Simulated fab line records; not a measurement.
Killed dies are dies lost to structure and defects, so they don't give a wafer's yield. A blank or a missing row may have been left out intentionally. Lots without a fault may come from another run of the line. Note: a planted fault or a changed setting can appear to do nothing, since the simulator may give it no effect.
Chamber matching	flow n5Finfet	4 sister chambers for N5_GATE_CUT_SAC_CAP_01 on aldSin-02
The step material SiNx, target thk 24 nm, pulse time 1 s, ald cycles 480. 4 wafers are shown with their chamber, then 7 later ones without.

## EACH WAFER AND ITS CHAMBER
wafer	chamber	heaterPowerW (W)
L085.3	3	815
L085.5	1	825
L094.2	2	775
L094.4	0	703

## WAFERS MISSING THEIR CHAMBER
wafer	heaterPowerW (W)
L094.5	800
L095.1	778
L095.3	798
L095.6	774
L096.2	782
L096.4	791
L096.6	788

## WHICH CHAMBER EACH ONE RAN IN
wafer	from the rows above	in truth
L094.5	can't be placed: 3 or 1 or 2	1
L095.1	2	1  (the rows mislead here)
L095.3	can't be placed: 3 or 2 or 1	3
L095.6	2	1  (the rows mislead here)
L096.2	2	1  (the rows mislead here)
L096.4	can't be placed: 2 or 3 or 1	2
L096.6	can't be placed: 2 or 3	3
Correctly placed: 0 of 7. Unplaceable from these rows: 4, with the true chamber sitting among the candidates in 4. Wrongly placed: 3.
How it was worked out, from the rows above alone: a wafer's distance from a chamber is the root of the sum, over the readings, of the square of ((its reading less the chamber's mean) divided by the reading's scatter). If the next closest chamber is less than 2 further off than the closest, the wafer can't be placed; otherwise it belongs to the closest. The mean given for a chamber averages the wafers shown for that chamber. The scatter: root of mean squared gap, hidden wafer to nearest shown wafer, with one shown wafer a chamber.
